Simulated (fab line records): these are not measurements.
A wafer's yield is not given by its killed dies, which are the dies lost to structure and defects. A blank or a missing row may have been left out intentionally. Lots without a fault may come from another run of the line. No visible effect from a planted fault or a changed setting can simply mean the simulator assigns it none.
Struck lot and sound lot, side by side :: flow n5-finfet :: 36 steps out of a route of 1938
Sound: these wafers, L775.2, L775.4, L775.6. Wafers L792.2, L792.3, L792.5 were the ones struck. Last of all comes the cause.
For every step that has rows: the tool of each side, followed by ch and its chambers, followed by its first start. Under that, the readings that differ: sound wafers :: struck wafers :: difference of the means :: sigmas: that difference in standard deviations of wafers without a fault.
alike: same words and numbers on both sides, and readings whose means sit less than 2 such deviations apart. not compared: any withheld reading, any reading some wafer has no value for, any bound like >300 that may hide the same value, and any number with overlapping values for which the record gives no deviation.
A row with sigmas, a row that says differs or no value, or rows on one side alone: a step with any of these is where the two part. When numbers do not overlap yet have no deviation, they are printed without sigmas and do not part them. A reading missing from all wafers of one side parts the sides only when that side holds two or more wafers.

first, 9 steps without rows for these wafers: N5_WELL_APT_COAT_19 (resist thk 950 nm); N5_WELL_APT_EBR_21; N5_WELL_APT_SOFTBAKE_20 (time 60 s); N5_WELL_APT_EXPOSE_22 (exposes mask PWELL, defocus 0 nm, target cd 200 nm); N5_WELL_APT_PEB_23 (peb time 90 s); N5_WELL_APT_DEVELOP_24 (develop time 45 s); N5_WELL_APT_HARDBAKE_29 (time 120 s); N5_WELL_APT_DESCUM_30 (chemistry O2, time 7.9 s); N5_WELL_APT_IMPLANT_31.
N5_WELL_APT_IMPLANT_32:
  sound on implanter-01 ch 0, day 2 03:16; struck on implanter-01 ch 0, day 6 09:46
reading: dose-ions-cm2
sound: 2.0027e+13 2.003e+13 2.0028e+13
struck: 2.8941e+13 2.8917e+13 2.8862e+13
difference: +8.8783e+12
sigmas: +99 or more

reading: faraday-current-uA
sound: 264 246 242
struck: 355 372 369
difference: +115
sigmas: +22
  alike: tilt-deg
then, 25 steps without rows for these wafers: N5_WELL_APT_STRIP_33 (strips in SPM, time 900 s); N5_WELL_APT_RTA_34 (time 10 s); N5_WELL_APT_OXIDE_STRIP_42 (strips SiO2 in dHF, time 45 s, target depth 12 nm); N5_WELL_APT_PRECLEAN_36 (cleans in O3/DIW, time 45 s); N5_WELL_APT_PRECLEAN_39 (cleans in dHF, time 60 s); N5_WELL_APT_SRD_37 (time 30 s); N5_WELL_APT_EPI_41 (deposits Si from SiH4/H2, target thk 50 nm, time 297.7 s); N5_PMOS_HMC_CHANNEL_EPI_HM_DEP_34 (deposits SiO2 from TEOS/O2, target thk 36 nm, time 6.9 s); N5_PMOS_HMC_CHANNEL_EPI_COAT_31 (time 60 s, resist thk 66 nm); N5_PMOS_HMC_CHANNEL_EPI_COAT_03 (resist thk 205 nm); N5_PMOS_HMC_CHANNEL_EPI_EBR_05; N5_PMOS_HMC_CHANNEL_EPI_SOFTBAKE_04 (time 60 s); N5_PMOS_HMC_CHANNEL_EPI_EXPOSE_06 (exposes mask PMOS HMC BLK, target cd 240 nm); N5_PMOS_HMC_CHANNEL_EPI_PEB_07 (peb time 60 s); N5_PMOS_HMC_CHANNEL_EPI_DEVELOP_08 (develop time 30 s); N5_PMOS_HMC_CHANNEL_EPI_DESCUM_14 (chemistry O2, time 7.9 s); N5_PMOS_HMC_CHANNEL_EPI_ETCH_32 (etches BARC in N2/H2, stops on SiO2, target depth 85.8 nm, time 50.3 s); N5_PMOS_HMC_CHANNEL_EPI_HM_OPEN_15 (chemistry CHF3/O2, target SiO2, target depth 40.6 nm, time 20.3 s); N5_PMOS_HMC_CHANNEL_EPI_STRIP_33 (strips in N2/H2); N5_PMOS_HMC_CHANNEL_EPI_STRIP_17 (strips in SPM, time 750 s); N5_PMOS_HMC_CHANNEL_EPI_ETCH_38 (etches SiO2 in CF4, target depth 1.5 nm); N5_PMOS_HMC_CHANNEL_EPI_FIN_RECESS_16 (chemistry HBr/Cl2, target Si, target depth 54 nm, time 18 s); N5_PMOS_HMC_CHANNEL_EPI_PRECLEAN_36 (cleans in O3/DIW, time 45 s); N5_PMOS_HMC_CHANNEL_EPI_PRECLEAN_18 (cleans in DHF, time 30 s); N5_PMOS_HMC_CHANNEL_EPI_SRD_19 (time 30 s).
-- a jump in the record: the struck wafers' starts before and after are 7 days apart (it breaks off in module PMOS_HMC_CHANNEL_EPI and resumes in module BEOL_M4, where the first step shown is number 1111 of the route) --
N5_BEOL_M4_RC_MEAS_101:
  sound on prober-01 ch 0, day 8 20:02; struck on prober-02 ch 0, day 13 12:44
reading: CJ_N
sound: 4.29 4.34 4.29
struck: 5.23 5.21 5.17
difference: +0.90
sigmas: +15

reading: RS_PWELL (ohm/sq)
sound: 3003 3040 3010
struck: 2931 2931 2944
difference: -82
sigmas: -3
  alike: DIBL_N, DIBL_P, IOFF_N, IOFF_P, ION_N, ION_P, SS_N, SS_P, VT_N, VT_P

WHERE THEY PART
Last at N5_BEOL_M4_RC_MEAS_101 as far as this record goes, first at N5_WELL_APT_IMPLANT_32.

WHY: the cause the simulator had injected
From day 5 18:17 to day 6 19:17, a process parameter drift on implanter-01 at N5_WELL_APT_IMPLANT_32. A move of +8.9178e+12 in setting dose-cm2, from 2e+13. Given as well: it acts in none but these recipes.
